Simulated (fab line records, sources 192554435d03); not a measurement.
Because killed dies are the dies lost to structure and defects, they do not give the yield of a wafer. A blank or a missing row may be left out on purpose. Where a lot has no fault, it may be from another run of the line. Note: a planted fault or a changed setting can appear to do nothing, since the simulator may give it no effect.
fab line records -- flow n5Finfet
record: lots: 5, wafers: 15, lastDay: 15
route steps=1938 shown BEOL_M4@1055 PASSIVATION@1936
lots untouched by any fault: they come from a run of this same line in which no faults occurred
startH: the number of hours between the record's first day and the start of the first shown wafer of the lot -- waitH: time in hours since the lot's previous step -- " unchanged from the row above -- L1.1+2: several wafers, shown together as one row -- - either no value or no given start -- * or withheld: withheld -- < > ~ a bound
route shown NAME@n: a module of which the file shows steps, and the number in the route of the first -- usual: average and standard deviation across the fault-free wafers -- same: alike in all rows -- chamber/n: place in a boat -- sites: per-site readings -- _std_site: how widely they spread, as a standard deviation -- _edge_site: outer sites' mean less inner sites' -- radiusMm: for every site, how far away it sits from the centre of the wafer -- mask NAME#n: copy n -- behind: the most recent tool/chamber to have shaped the wafer -- hold: what put the lot on hold/how long, in hours/how the hold closed -- device: the n, p or np transistor that did not switch -- end of line: tests run on the same wafers once the route is complete -- step lacking rows: just its recipe -- killed: dies that structure and defects cost at the first sort, which is not the same as the wafer's yield -- map: the dies of a wafer, with x for killed, . for not killed, _ for no die there
set.NAME: setting as actually run; set.NAME@STEP: the setting as run at that earlier step -- model.NAME: the simulator's own value behind a step, which no gauge read
certain route steps with their lots: each step a table, each wafer a row
services: a tool's chamber out of use, with start hour (startH, from the record's first day; less than 0 if before it), hours out, and reason
== steps ==
step: N5_BEOL_M4_DEVELOP_27
recipe: developTimeS: 30, developer: TMAH, resist: CAR-EUV, rinseLiquid: surfactantRinse, dry: airSpin, devTempC: 23
step: N5_BEOL_M4_DESCUM_33
recipe: chemistry: O2, timeS: 7, sourcePowerW: 50, biasPowerW: 20, pressureMtorr: 20, rfFrequencyHz: 2.712e+07, tempC: 40, resist: CAR-EUV, o2FlowSccm: 225
step: N5_BEOL_M4_ETCH_77
recipe: chemistry: N2/H2, target: underlayer, targetDepthA: 65, maskMaterial: CAR-EUV, timeS: 5.2, ionEnergyEv: 200, pressureMtorr: 30, sourceW: 840, biasW: 150, n2FlowSccm: 200, h2FlowSccm: 200, ends: cleared
step: N5_BEOL_M4_ETCH_69
recipe: chemistry: CF4, target: SiARC, targetDepthA: 156, maskMaterial: CAR-EUV, timeS: 26, ionEnergyEv: 80, pressureMtorr: 40, sourceW: 545, biasW: 36, Ar_flow_sccm: 100, cf4FlowSccm: 100, ends: cleared
step: N5_BEOL_M4_ALD_98
recipe: material: SiO2, targetThkA: 25, tempC: 100, aldPrecursorFamily: BDEAS, aldCoReactant: O2-plasma, pulseTimeS: 1, coReactantPulseTimeS: 1, purgeTimeS: 2, coReactantPurgeTimeS: 2, aldCycles: 17, pressureTorr: 2
step: N5_BEOL_M4_ETCHBACK_99
recipe: chemistry: CHF3, target: SiO2, targetDepthA: 50, timeS: 10.4, sourceW: 215, biasW: 47, Ar_flow_sccm: 200, CHF3_flow_sccm: 12, ionEnergyEv: 100, pressureMtorr: 30
step: N5_BEOL_M4_ETCH_70
recipe: chemistry: N2/H2, target: SOC, targetDepthA: 800, overetchA: 240, maskMaterial: SiARC, tempC: 40, timeS: 130, ionEnergyEv: 200, pressureMtorr: 30, sourceW: 840, biasW: 150, n2FlowSccm: 200, h2FlowSccm: 200
step: N5_BEOL_M4_STRIP_71
recipe: chemistry: N2/H2, tempC: 40, n2FlowSccm: 200, h2FlowSccm: 200, rfFrequencyHz: 6e+07
step: N5_BEOL_M4_STRIP_78
recipe: chemistry: N2/H2, tempC: 40, n2FlowSccm: 200, h2FlowSccm: 200, rfFrequencyHz: 6e+07
step: N5_BEOL_M4_VIA_ETCH_34
recipe: chemistry: C4F6/O2, targetDepthA: 694, maskMaterial: SOC, pressureMtorr: 15, ionEnergyEv: 250, taperDeg: 4, timeS: 65.9, sourceW: 350, biasW: 170, Ar_flow_sccm: 300, C4F6_flow_sccm: 10, O2_flow_sccm: 10
usual: C4F6_flow_sccm: 10.00/0.032, O2_flow_sccm: 10.00/0.034, drypumpMotorCurrentA: 5.65/0.29, oes_ar_750_au: 0.74/0.062, oesProductAu: 0.73/0.063, rfVppV: 663/12, showerheadPlenumPTorr: 2.85/0.091, throttleValvePct: 30.72/0.26
lot.wafer,tool,chamber,startH,waitH,C4F6_flow_sccm,O2_flow_sccm,drypumpMotorCurrentA,oes_ar_750_au,oesProductAu,rfHoursCounterH,rfVppV,showerheadPlenumPTorr,throttleValvePct,model.SOC_of_BEOL_M4_COAT_67.thkNm,model.SiARC_of_BEOL_M4_COAT_68.thkNm,model.SiO2_of_BEOL_M4_ALD_98.thkNm
L317.2,rieDiel-03,2,197.68,0.0,-,-,-,-,-,-,-,-,-,60,6,2.4
L317.3,rieDiel-03,0,197.68,0.0,-,-,-,-,-,-,-,-,-,59.8,5.8,2.6
L317.6,rieDiel-03,0,197.68,0.0,-,-,-,-,-,-,-,-,-,59.8,5.8,2.4
L318.1,rieDiel-06,0,201.25,0.0,-,-,-,-,-,-,-,-,-,60.6,6,2.6
L318.4,rieDiel-06,3,201.25,0.0,-,-,-,-,-,-,-,-,-,60.4,6,2.4
L318.5,rieDiel-06,1,201.25,0.0,-,-,-,-,-,-,-,-,-,60.4,5.8,2.4
L319.2,rieDiel-02,2,214.94,0.0,-,-,-,-,-,-,-,-,-,60.2,5.6,2.4
L319.4,rieDiel-02,1,214.94,0.0,-,-,-,-,-,-,-,-,-,60,5.8,2.4
L319.5,rieDiel-02,2,214.94,0.0,-,-,-,-,-,-,-,-,-,60,5.6,2.4
L321.3,rieDiel-03,0,216.51,0.0,10.04,10.00,5.54,0.77,0.76,162,660,2.72,30.76,51.8,0,0
L321.4,rieDiel-03,2,216.51,0.0,9.98,9.92,6.10,0.70,0.69,235,651,2.81,30.56,51.8,0,0
L321.5,rieDiel-03,1,216.51,0.0,10.02,10.04,5.31,0.71,0.69,-,642,2.92,30.66,51.6,0,0
L329.1,rieDiel-03,0,251.05,0.0,9.98,9.97,5.56,0.76,0.76,174,659,2.72,30.76,51.6,0,0
L329.4,rieDiel-03,1,251.05,0.0,9.98,10.02,5.30,0.70,0.69,216,643,2.91,30.67,51.8,0,0
L329.5,rieDiel-03,1,251.05,0.0,9.97,10.02,5.30,0.70,0.68,-,643,2.91,30.69,52.2,0,0
step: N5_BEOL_M4_STRIP_83
recipe: chemistry: C4F6/O2, resist: SiARC, rfFrequencyHz: 6e+07
step: N5_BEOL_M4_RC_MEAS_101
usual: DIBL_N: 36.5/1.7, DIBL_P: 36.3/2.1, IOFF_N: 0.16/0.036, IOFF_P: 0.21/0.037, ION_N: 676/12, ION_P: 462/7.6, SS_N: 71.5/0.68, SS_P: 73.3/0.63, VT_N: 249/3.5, VT_P: -250/3.5
lot.wafer,tool,chamber,startH,waitH,DIBL_N[mV/V],DIBL_P[mV/V],IOFF_N[nA/um],IOFF_P[nA/um],ION_N[uA/um],ION_P[uA/um],SS_N[mV/dec],SS_P[mV/dec],VT_N[mV],VT_P[mV]
L321.3,prober-02,0,222.25,0.3,34.9,33.8,0.13,0.15,663,450,71.4,72.9,250,-258
L321.4,prober-02,0,222.25,0.3,33.9,32.3,0.11,0.13,671,449,71.1,72.4,254,-258
L321.5,prober-02,0,222.25,0.3,34.0,32.0,0.12,0.13,662,446,72.3,72.3,256,-259
L329.1,prober-01,0,256.68,0.0,37.2,37.5,0.17,0.21,677,467,72.2,72.9,247,-252
L329.4,prober-01,0,256.68,0.0,35.2,34.7,0.14,0.17,670,454,71.1,72.9,253,-255
L329.5,prober-01,0,256.68,0.0,37.9,38.4,0.17,0.23,684,469,71.4,73.9,251,-249
step: N5_PASSIVATION_PROBE_49
usual: defectLimitedYield: 91.4/1.5, killed_at_M0_to_M3: 34/12, killed_at_M4_up: 12/4.9, killedAtContacts: 13/7.2, killedAtFrontEnd: 39/12, killedAtOther: 3.7/2.9, killedDies: 101/18, killedOnRim: 13/4, killedOpen: 67/14, killedShort: 33/7.2, sort_bin_5_function: 5.1/0.97, sort_bin_6_memory: 3.2/0.67, sortNPass: 1079/17, sortYieldPct: 91.4/1.5
same: grossDies: 1180, killedAtBackSide: 0, sort_bin_4_leakage[%]: 0, sort_bin_8_speed[%]: 0
lot.wafer,tool,chamber,startH,waitH,defectLimitedYield[%],killed_at_M0_to_M3,killed_at_M4_up,killedAtContacts,killedAtFrontEnd,killedAtOther,killedDies,killedOnRim,killedOpen,killedShort,sort_bin_5_function[%],sort_bin_6_memory[%],sortNPass,sortYieldPct[%]
L318.1,prober-01,-,309.07,0.0,0,40,1096,3,39,2,1180,152,71,36,96.0,3.7,0,0
L318.4,prober-01,-,309.22,0.2,0,25,1095,11,47,2,1180,152,67,35,96.4,3.4,0,0
L318.5,prober-01,-,309.27,0.2,0,28,1081,15,55,1,1180,152,71,45,96.1,3.5,0,0
L317.2,prober-02,-,309.91,0.1,0,28,1107,17,28,0,1180,152,61,20,97.5,2.5,0,0
L317.3,prober-02,-,309.96,0.1,0,30,1119,12,19,0,1180,152,43,29,97.5,2.2,0,0
L317.6,prober-02,-,310.11,0.3,0,24,1114,15,26,1,1180,152,60,20,98.1,1.9,0,0
L319.2,prober-02,-,321.73,0.1,0,30,1068,17,60,5,1180,152,94,39,95.9,3.7,0,0
L319.4,prober-02,-,321.83,0.2,0,30,1070,21,56,3,1180,152,77,42,96.4,3.3,0,0
L319.5,prober-02,-,321.88,0.2,0,31,1065,17,61,6,1180,152,87,45,95.8,3.8,0,0
L321.3,prober-01,-,326.68,0.1,90.8,46,9,13,40,1,109,11,89,20,4.9,4.1,1071,90.8
L321.4,prober-01,-,326.73,0.2,88.6,64,19,6,37,8,134,11,96,36,6.7,4.4,1046,88.6
L321.5,prober-01,-,326.78,0.2,89.0,71,6,10,38,5,130,17,92,38,6.9,3.6,1050,89.0
L329.1,prober-01,-,363.44,0.0,91.5,47,11,4,37,1,100,13,70,28,4.9,3.5,1080,91.5
L329.4,prober-01,-,363.59,0.2,90.5,53,11,10,33,5,112,15,66,43,5.7,3.4,1068,90.5
L329.5,prober-01,-,363.64,0.2,93.4,37,8,0,28,5,78,13,54,21,3.1,3.3,1102,93.4
killed by level:class
L318.1 BEOL_M4:areaEtch=1073 BEOL_M3:geometricParticle:open=14 BEOL_M4:geometricParticle:open=9 GATE_CUT:geometricParticle:short=8 FIN_SAQP:geometricParticle:open=7 STI_FIN_REVEAL:geometricParticle:open=7 BEOL_M0_SAQP:geometricParticle:short=6 BEOL_M2:geometricParticle:open=6
L318.4 BEOL_M4:areaEtch=1078 GATE_CUT:geometricParticle:short=12 MOL_CONTACT_COAG:geometricParticle:open=10 BEOL_M3:geometricParticle:open=9 STI_FIN_REVEAL:geometricParticle:open=7 FIN_SAQP:geometricParticle:open=6 BEOL_M6:geometricParticle:open=6 FIN_SAQP:geometricParticle:short=5
L318.5 BEOL_M4:areaEtch=1064 STI_FIN_REVEAL:geometricParticle:open=14 BEOL_M4:geometricParticle:open=11 GATE_CUT:geometricParticle:short=10 BEOL_M0_SAQP:geometricParticle:short=10 MOL_CONTACT_COAG:geometricParticle:open=8 MOL_CONTACT_COAG:geometricParticle:short=7 DUMMY_GATE:geometricParticle:open=6
L317.2 BEOL_M4:areaEtch=1099 MOL_CONTACT_COAG:geometricParticle:open=12 BEOL_M0_SAQP:geometricParticle:open=8 BEOL_M3:geometricParticle:open=8 DUMMY_GATE:geometricParticle:open=7 STI_FIN_REVEAL:geometricParticle:open=5 MOL_CONTACT_COAG:geometricParticle:short=5 BEOL_M0_SAQP:geometricParticle:short=5
L317.3 BEOL_M4:areaEtch=1108 MOL_CONTACT_COAG:geometricParticle:open=8 BEOL_M0_SAQP:geometricParticle:short=8 BEOL_M2:geometricParticle:open=7 FIN_SAQP:geometricParticle:short=6 BEOL_M0_SAQP:geometricParticle:open=5 MOL_CONTACT_COAG:geometricParticle:short=4 BEOL_M4:geometricParticle:open=4
L317.6 BEOL_M4:areaEtch=1100 MOL_CONTACT_COAG:geometricParticle:open=12 BEOL_M1:geometricParticle:open=8 STI_FIN_REVEAL:geometricParticle:open=7 BEOL_M4:geometricParticle:open=6 ILD0:geometricParticle:open=5 ILD0:geometricParticle:short=4 BEOL_M0_SAQP:geometricParticle:open=4
L319.2 BEOL_M4:areaEtch=1047 FIN_SAQP:geometricParticle:open=24 MOL_CONTACT_COAG:geometricParticle:open=14 BEOL_M4:geometricParticle:open=9 GATE_CUT:geometricParticle:short=8 BEOL_M0_SAQP:geometricParticle:open=7 BEOL_M3:geometricParticle:open=7 BEOL_M0_SAQP:geometricParticle:short=6
L319.4 BEOL_M4:areaEtch=1060 FIN_SAQP:geometricParticle:open=19 MOL_CONTACT_COAG:geometricParticle:open=16 FIN_SAQP:geometricParticle:short=14 BEOL_M0_SAQP:geometricParticle:short=10 BEOL_M0_SAQP:geometricParticle:open=7 STI_FIN_REVEAL:geometricParticle:open=6 MOL_CONTACT_COAG:geometricParticle:short=5
L319.5 BEOL_M4:areaEtch=1047 STI_FIN_REVEAL:geometricParticle:open=14 MOL_CONTACT_COAG:geometricParticle:open=13 FIN_SAQP:geometricParticle:short=12 BEOL_M2:geometricParticle:open=11 FIN_SAQP:geometricParticle:open=8 DUMMY_GATE:geometricParticle:open=7 BEOL_M4:geometricParticle:short=6
L321.3 BEOL_M3:geometricParticle:open=17 FIN_SAQP:geometricParticle:open=13 MOL_CONTACT_COAG:geometricParticle:open=12 STI_FIN_REVEAL:geometricParticle:open=11 BEOL_M0:geometricParticle:open=10 BEOL_M0_SAQP:geometricParticle:open=7 FIN_SAQP:geometricParticle:short=6 STARTING-WAFER:geometricParticle:open=3
L321.4 BEOL_M0_SAQP:geometricParticle:open=13 BEOL_M1:geometricParticle:open=11 STI_FIN_REVEAL:geometricParticle:open=10 BEOL_M0_SAQP:geometricParticle:short=10 BEOL_M0:geometricParticle:open=9 BEOL_M3:geometricParticle:open=8 BEOL_M4:geometricParticle:open=8 FIN_SAQP:geometricParticle:open=5
L321.5 BEOL_M3:geometricParticle:open=25 FIN_SAQP:geometricParticle:short=12 BEOL_M1:geometricParticle:open=11 FIN_SAQP:geometricParticle:open=10 BEOL_M0_SAQP:geometricParticle:open=9 STI_FIN_REVEAL:geometricParticle:open=8 MOL_CONTACT_COAG:geometricParticle:open=8 BEOL_M0_SAQP:geometricParticle:short=7
L329.1 BEOL_M1:geometricParticle:open=15 STI_FIN_REVEAL:geometricParticle:open=12 FIN_SAQP:geometricParticle:open=10 BEOL_M0_SAQP:geometricParticle:open=8 BEOL_M0_SAQP:geometricParticle:short=6 BEOL_M2:geometricParticle:short=6 BEOL_M3:geometricParticle:open=5 BEOL_M5:geometricParticle:open=4
L329.4 BEOL_M0_SAQP:geometricParticle:short=12 BEOL_M2:geometricParticle:open=10 STI_FIN_REVEAL:geometricParticle:open=9 BEOL_M0_SAQP:geometricParticle:open=8 BEOL_M1:geometricParticle:short=8 BEOL_M1:geometricParticle:open=8 MOL_CONTACT_COAG:geometricParticle:open=7 FIN_SAQP:geometricParticle:short=6
L329.5 STI_FIN_REVEAL:geometricParticle:open=10 BEOL_M0_SAQP:geometricParticle:open=10 BEOL_M3:geometricParticle:open=6 BEOL_M0_SAQP:geometricParticle:short=4 BEOL_M0:geometricParticle:open=4 BEOL_M1:geometricParticle:open=4 BEOL_M2:geometricParticle:open=4 STARTING-WAFER:geometricParticle:short=4
map L317.2 (x killed, . not)
_________________xxxxxxxxxxxx________________
______________xxxxxxxxxxxxxxxxxx_____________
___________xxxxxxxxxxxxxxxxxxxxxxxx__________
__________xxxxxxxxxxxxxxxxxxxxxxxxxx_________
________xxxxxxxxxxxxxxxxxxxxxxxxxxxxxx_______
_______xxxxxxxxxxxxxxxxxxxxxxxxxxxxxxxx______
______xxxxxxxxxxxxxxxxxxxxxxxxxxxxxxxxxx_____
_____xxxxxxxxxxxxxxxxxxxxxxxxxxxxxxxxxxxx____
____xxxxxxxxxxxxxxxxxxxxxxxxxxxxxxxxxxxxxx___
___xxxxxxxxxxxxxxxxxxxxxxxxxxxxxxxxxxxxxxxx__
___xxxxxxxxxxxxxxxxxxxxxxxxxxxxxxxxxxxxxxxx__
__xxxxxxxxxxxxxxxxxxxxxxxxxxxxxxxxxxxxxxxxxx_
__xxxxxxxxxxxxxxxxxxxxxxxxxxxxxxxxxxxxxxxxxx_
_xxxxxxxxxxxxxxxxxxxxxxxxxxxxxxxxxxxxxxxxxxxx
_xxxxxxxxxxxxxxxxxxxxxxxxxxxxxxxxxxxxxxxxxxxx
_xxxxxxxxxxxxxxxxxxxxxxxxxxxxxxxxxxxxxxxxxxxx
_xxxxxxxxxxxxxxxxxxxxxxxxxxxxxxxxxxxxxxxxxxxx
_xxxxxxxxxxxxxxxxxxxxxxxxxxxxxxxxxxxxxxxxxxxx
_xxxxxxxxxxxxxxxxxxxxxxxxxxxxxxxxxxxxxxxxxxxx
_xxxxxxxxxxxxxxxxxxxxxxxxxxxxxxxxxxxxxxxxxxxx
_xxxxxxxxxxxxxxxxxxxxxxxxxxxxxxxxxxxxxxxxxxxx
__xxxxxxxxxxxxxxxxxxxxxxxxxxxxxxxxxxxxxxxxxx_
__xxxxxxxxxxxxxxxxxxxxxxxxxxxxxxxxxxxxxxxxxx_
___xxxxxxxxxxxxxxxxxxxxxxxxxxxxxxxxxxxxxxxx__
___xxxxxxxxxxxxxxxxxxxxxxxxxxxxxxxxxxxxxxxx__
____xxxxxxxxxxxxxxxxxxxxxxxxxxxxxxxxxxxxxx___
_____xxxxxxxxxxxxxxxxxxxxxxxxxxxxxxxxxxxx____
______xxxxxxxxxxxxxxxxxxxxxxxxxxxxxxxxxx_____
_______xxxxxxxxxxxxxxxxxxxxxxxxxxxxxxxx______
________xxxxxxxxxxxxxxxxxxxxxxxxxxxxxx_______
__________xxxxxxxxxxxxxxxxxxxxxxxxxx_________
___________xxxxxxxxxxxxxxxxxxxxxxxx__________
______________xxxxxxxxxxxxxxxxxx_____________
_________________xxxxxxxxxxxx________________
map L318.1 (x killed, . not)
_________________xxxxxxxxxxxx________________
______________xxxxxxxxxxxxxxxxxx_____________
___________xxxxxxxxxxxxxxxxxxxxxxxx__________
__________xxxxxxxxxxxxxxxxxxxxxxxxxx_________
________xxxxxxxxxxxxxxxxxxxxxxxxxxxxxx_______
_______xxxxxxxxxxxxxxxxxxxxxxxxxxxxxxxx______
______xxxxxxxxxxxxxxxxxxxxxxxxxxxxxxxxxx_____
_____xxxxxxxxxxxxxxxxxxxxxxxxxxxxxxxxxxxx____
____xxxxxxxxxxxxxxxxxxxxxxxxxxxxxxxxxxxxxx___
___xxxxxxxxxxxxxxxxxxxxxxxxxxxxxxxxxxxxxxxx__
___xxxxxxxxxxxxxxxxxxxxxxxxxxxxxxxxxxxxxxxx__
__xxxxxxxxxxxxxxxxxxxxxxxxxxxxxxxxxxxxxxxxxx_
__xxxxxxxxxxxxxxxxxxxxxxxxxxxxxxxxxxxxxxxxxx_
_xxxxxxxxxxxxxxxxxxxxxxxxxxxxxxxxxxxxxxxxxxxx
_xxxxxxxxxxxxxxxxxxxxxxxxxxxxxxxxxxxxxxxxxxxx
_xxxxxxxxxxxxxxxxxxxxxxxxxxxxxxxxxxxxxxxxxxxx
_xxxxxxxxxxxxxxxxxxxxxxxxxxxxxxxxxxxxxxxxxxxx
_xxxxxxxxxxxxxxxxxxxxxxxxxxxxxxxxxxxxxxxxxxxx
_xxxxxxxxxxxxxxxxxxxxxxxxxxxxxxxxxxxxxxxxxxxx
_xxxxxxxxxxxxxxxxxxxxxxxxxxxxxxxxxxxxxxxxxxxx
_xxxxxxxxxxxxxxxxxxxxxxxxxxxxxxxxxxxxxxxxxxxx
__xxxxxxxxxxxxxxxxxxxxxxxxxxxxxxxxxxxxxxxxxx_
__xxxxxxxxxxxxxxxxxxxxxxxxxxxxxxxxxxxxxxxxxx_
___xxxxxxxxxxxxxxxxxxxxxxxxxxxxxxxxxxxxxxxx__
___xxxxxxxxxxxxxxxxxxxxxxxxxxxxxxxxxxxxxxxx__
____xxxxxxxxxxxxxxxxxxxxxxxxxxxxxxxxxxxxxx___
_____xxxxxxxxxxxxxxxxxxxxxxxxxxxxxxxxxxxx____
______xxxxxxxxxxxxxxxxxxxxxxxxxxxxxxxxxx_____
_______xxxxxxxxxxxxxxxxxxxxxxxxxxxxxxxx______
________xxxxxxxxxxxxxxxxxxxxxxxxxxxxxx_______
__________xxxxxxxxxxxxxxxxxxxxxxxxxx_________
___________xxxxxxxxxxxxxxxxxxxxxxxx__________
______________xxxxxxxxxxxxxxxxxx_____________
_________________xxxxxxxxxxxx________________
== services ==
tool,chamber,startH,hours,kind
rieDiel-02,3,185.18,6.4,repair
rieDiel-03,3,225.89,3.9,repair
rieDiel-02,2,241.87,-,clean
rieDiel-02,2,241.87,-,consumableReplace:focusRing
rieDiel-02,2,241.87,24.2,scheduledDown
rieDiel-02,2,241.87,24.2,ventCycle
== key ==
firstSign: step: N5_BEOL_M4_VIA_ETCH_34, reading: toolRecord, direction: missing
effect: step: N5_PASSIVATION_PROBE_49, reading: killed_at_M4_up, direction: up, sigmas: 99+, usual: 12, struck: 1091
modelEffect: step: N5_BEOL_M4_VIA_ETCH_34, value: SOC_of_BEOL_M4_COAT_67.thkNm, without: 51.91, struck: 60.13
moreKillsBornAt: N5_BEOL_M4_VIA_ETCH_34@rieDiel-03: 3307, N5_BEOL_M4_VIA_ETCH_34@rieDiel-06: 3215, N5_BEOL_M4_VIA_ETCH_34@rieDiel-02: 3154
metAt N5_BEOL_M4_VIA_ETCH_34
struckWafers L317.2,L317.3,L317.6,L318.1,L318.4,L318.5,L319.2,L319.4,L319.5
laterRowsLeftOut L317.2,L317.3,L317.6,L318.1,L318.4,L318.5,L319.2,L319.4,L319.5
fault: kind: skippedStepWhole, tool: rieDiel-02,rieDiel-03,rieDiel-06, chamber: -, onsetH: 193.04, steps: N5_BEOL_M4_VIA_ETCH_34, scope: struckLotsOnly
laterRowsLeftOut: the simulator's readings of these wafers behind a module that went badly wrong aren't trusted and aren't shown, but for the sort
